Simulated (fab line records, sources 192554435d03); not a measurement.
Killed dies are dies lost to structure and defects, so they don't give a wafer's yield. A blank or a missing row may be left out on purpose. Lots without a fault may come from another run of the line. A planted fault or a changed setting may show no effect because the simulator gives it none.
Chamber matching | flow n5_finfet | N5_BEOL_M2_ETCHBACK_99 on rie_diel-06: 4 sister chambers
The step etches SiO2 in CHF3, target depth 5 nm, time 10.4 s. 20 wafers are shown with their chamber, then 10 later ones without.

WAFERS WITH THEIR CHAMBER
wafer  | chamber | drypump_motor_current_A (A) | showerhead_plenum_p_Torr (Torr) | throttle_valve_pct (%)
L075.2 | 1       | 5.9                         | 2.14                            | 17.48
L075.5 | 0       | 5.3                         | 2.22                            | 16.78
L075.6 | 1       | 5.9                         | 2.14                            | 17.45
L077.2 | 2       | 4.7                         | 2.10                            | 17.33
L077.4 | 3       | 4.8                         | 2.26                            | 17.47
L077.6 | 0       | 5.2                         | 2.22                            | 16.79
L074.1 | 3       | 4.8                         | 2.25                            | 17.48
L074.3 | 2       | 4.7                         | 2.10                            | 17.34
L074.5 | 0       | 5.2                         | 2.22                            | 16.79
L080.2 | 3       | 4.8                         | 2.25                            | 17.49
L080.3 | 1       | 5.9                         | 2.13                            | 17.47
L080.6 | 3       | 4.8                         | 2.25                            | 17.49
L081.1 | 3       | 4.8                         | 2.25                            | 17.48
L081.4 | 0       | 5.2                         | 2.21                            | 16.83
L081.5 | 3       | 4.8                         | 2.25                            | 17.49
L084.1 | 1       | 5.9                         | 2.13                            | 17.52
L084.2 | 3       | 4.8                         | 2.25                            | 17.52
L084.4 | 0       | 5.2                         | 2.21                            | 16.82
L086.2 | 0       | 5.3                         | 2.21                            | 16.83
L086.4 | 3       | 4.8                         | 2.25                            | 17.51

SIGNATURES (means of the wafers above)
reading                  | chamber 0 | chamber 1 | chamber 2 | chamber 3 | scatter within a chamber
drypump_motor_current_A  | 5.233     | 5.900     | 4.700     | 4.800     | 0.0289
showerhead_plenum_p_Torr | 2.2150    | 2.1350    | 2.1000    | 2.2512    | 0.00459
throttle_valve_pct       | 16.8067   | 17.4800   | 17.3350   | 17.4913   | 0.021
Rule: a wafer's distance from a chamber is the root of the sum, over the readings, of the square of ((its reading less the chamber's mean) divided by the reading's scatter). The wafer belongs to the nearest chamber; if the next one is less than 2 further off, it can't be placed. The scatter: the root of (the sum of the squares of (reading less its chamber's mean) over the shown wafers, divided by (wafers less chambers)).

WAFERS WITHOUT THEIR CHAMBER
wafer  | drypump_motor_current_A (A) | showerhead_plenum_p_Torr (Torr) | throttle_valve_pct (%)
L086.5 | 5.9                         | 2.12                            | 17.52
L087.1 | 4.8                         | 2.25                            | 17.51
L087.5 | 4.7                         | 2.10                            | 16.90
L087.6 | 5.9                         | 2.12                            | 17.52
L093.2 | 4.7                         | 2.09                            | 16.91
L093.3 | 4.8                         | 2.24                            | 17.53
L093.6 | 4.8                         | 2.24                            | 17.53
L096.1 | 5.3                         | 2.20                            | 16.88
L096.4 | 5.9                         | 2.12                            | 17.10
L096.6 | 4.7                         | 2.09                            | 16.94

WHICH CHAMBER EACH WENT THROUGH
wafer  | from the rows above | in truth
L086.5 | 1                   | 1
L087.1 | 3                   | 3
L087.5 | 2                   | 2
L087.6 | 1                   | 1
L093.2 | 2                   | 2
L093.3 | 3                   | 3
L093.6 | 3                   | 3
L096.1 | 0                   | 0
L096.4 | 1                   | 1
L096.6 | 2                   | 2
Placed correctly: 10 of 10. Can't be placed from these rows: 0. Placed wrongly: 0.
